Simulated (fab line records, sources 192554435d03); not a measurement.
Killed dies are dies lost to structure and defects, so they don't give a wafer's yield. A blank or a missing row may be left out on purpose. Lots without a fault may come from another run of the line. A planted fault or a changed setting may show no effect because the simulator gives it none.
A struck lot beside a sound one | flow n5_finfet | 20 steps out of a route of 1938
Sound: wafers L285.2, L285.4, L285.5. Struck: wafers L283.3, L283.4, L283.6. The cause comes at the end.
At each step with rows: each side's tool, then ch and its chambers, then its first start. Under that, the readings that differ: sound wafers | struck wafers | difference of the means | sigmas: that difference in standard deviations of wafers without a fault.
alike: readings whose means differ by less than 2 such deviations, and words and numbers that are the same on both sides. not compared: withheld readings, readings that some wafer has no value for, bounds like >300 that may hide the same value, and numbers for which the record gives no deviation and whose values overlap.
The two part at a step that has a row with sigmas, a row that says differs or no value, or rows on one side only. Numbers that don't overlap but have no deviation are shown without sigmas and don't part them. A reading that every wafer of one side lacks parts them only if that side has two wafers or more.

first, 8 steps without rows for these wafers: N5_BEOL_M8_COAT_59 (time 60 s, resist thk 100 nm); N5_BEOL_M8_COAT_60 (time 60 s, resist thk 35 nm); N5_BEOL_M8_COAT_05 (resist thk 90 nm); N5_BEOL_M8_EBR_07; N5_BEOL_M8_SOFTBAKE_06 (time 60 s); N5_BEOL_M8_EXPOSE_08 (exposes mask M8); N5_BEOL_M8_PEB_09 (peb time 60 s); N5_BEOL_M8_DEVELOP_10 (develop time 30 s).
N5_BEOL_M8_CD_MEAS_11: target cd 38.5 nm.
  sound on cd_sem-01 ch 0, day 10 05:41; struck on cd_sem-03 ch 0, day 9 18:01
  alike: cd_nm
N5_BEOL_M8_OVL_MEAS_12:
  sound on overlay-01 ch 0, day 10 05:43; struck on overlay-02 ch 0, day 9 18:02
  alike: M8_OVL
N5_BEOL_M8_INSPECT_13: inspects for defects (brightfield).
  sound on defect_inspect-02, day 10 05:44; struck on defect_inspect-01, day 9 18:04
  alike: raw_defect_count
N5_BEOL_M8_DESCUM_16: chemistry O2, time 7.9 s.
  sound on rie_diel-05 ch 2,3, day 10 05:59; struck on rie_diel-05 ch 0,2,3, day 9 18:09
  alike: drypump_motor_current_A, oes_product_au, rf_fwd_power_W, rf_vpp_V, showerhead_plenum_p_Torr, throttle_valve_pct
  not compared: rf_hours_counter_h
N5_BEOL_M8_ETCH_61: etches SiARC in CF4, target depth 45.5 nm, time 75.8 s.
  sound on rie_diel-05 ch 2,3, day 10 06:02; struck on rie_diel-05 ch 0,2,3, day 9 18:11
  no value came back on the struck wafers for any of 9 readings (bias_w (W), cf4_flow_sccm (sccm) and others); on the sound wafers bias_w (W) reads 36.01 36.07 35.95
  reading                                      | sound      | struck       | difference | sigmas
  model.CAR-ArF_of_BEOL_M8_COAT_05.thk_nm (nm) | 51 51.2 51 | 83 83.4 83.2 | +32        |
  not compared: rf_hours_counter_h
N5_BEOL_M8_ETCH_62: etches SOC in N2/H2, target depth 110 nm, overetch 22 nm, time 165 s.
  sound on rie_diel-05 ch 2,3, day 10 06:05; struck on rie_diel-05 ch 0,2,3, day 9 18:14
  reading               | sound          | struck         | difference | sigmas
  oes_product_au (a.u.) | 0.62 0.60 0.62 | 0.27 0.26 0.28 | -0.34      | -5
  alike: bias_w, chamber_pressure_mTorr, drypump_motor_current_A, rf_fwd_power_W, rf_vpp_V, showerhead_plenum_p_Torr, throttle_valve_pct
  not compared: rf_hours_counter_h
then, 1 step without rows for these wafers: N5_BEOL_M8_STRIP_68 (strips in N2/H2).
N5_BEOL_M8_STRIP_67: strips in CF4.
  sound on rie_diel-05 ch 2,3, day 10 06:14; struck on rie_diel-05 ch 0,2,3, day 9 18:23
  alike: drypump_motor_current_A, oes_product_au, rf_vpp_V, showerhead_plenum_p_Torr, throttle_valve_pct
  not compared: rf_hours_counter_h
N5_BEOL_M8_HM_OPEN_17: chemistry Cl2/BCl3, target TiN, target depth 20 nm, overetch 6 nm.
  sound on rie_metal-01 ch 1, day 10 06:17; struck on rie_metal-02 ch 0,1, day 9 18:27
  reading                | sound             | struck            | difference | sigmas
  oes_product_au (a.u.)  | 0.61 0.61 0.61    | 0.25 0.34 0.25    | -0.33      | -4
  throttle_valve_pct (%) | 21.86 21.88 21.85 | 22.55 22.76 22.54 | +0.75      | +4
  alike: drypump_motor_current_A, rf_fwd_power_W
  not compared: rf_hours_counter_h
N5_BEOL_M8_STRIP_19: strips in O2.
  sound on rie_diel-01 ch 1,2, day 10 06:23; struck on rie_diel-05 ch 1,2,3, day 9 18:37
  alike: drypump_motor_current_A, oes_product_au, rf_vpp_V, showerhead_plenum_p_Torr, throttle_valve_pct
  not compared: rf_hours_counter_h
N5_BEOL_M8_CD_MEAS_18: pitch 80 nm, target cd 40 nm.
  sound on cd_sem-03, day 10 06:28; struck on cd_sem-02, day 9 18:42
  reading    | sound          | struck | difference                    | sigmas
  cd_nm (nm) | 40.2 39.1 40.2 | - - -  | no value on the struck wafers |
then, 1 step without rows for these wafers: N5_BEOL_M8_COAT_63 (time 60 s, resist thk 60 nm).

WHERE THEY PART
First at N5_BEOL_M8_ETCH_61; last, within this record, at N5_BEOL_M8_CD_MEAS_18.

WHY: what the simulator had put in
Skipped step whole: rie_diel-05, from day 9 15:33 on, at N5_BEOL_M8_ETCH_61. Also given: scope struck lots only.
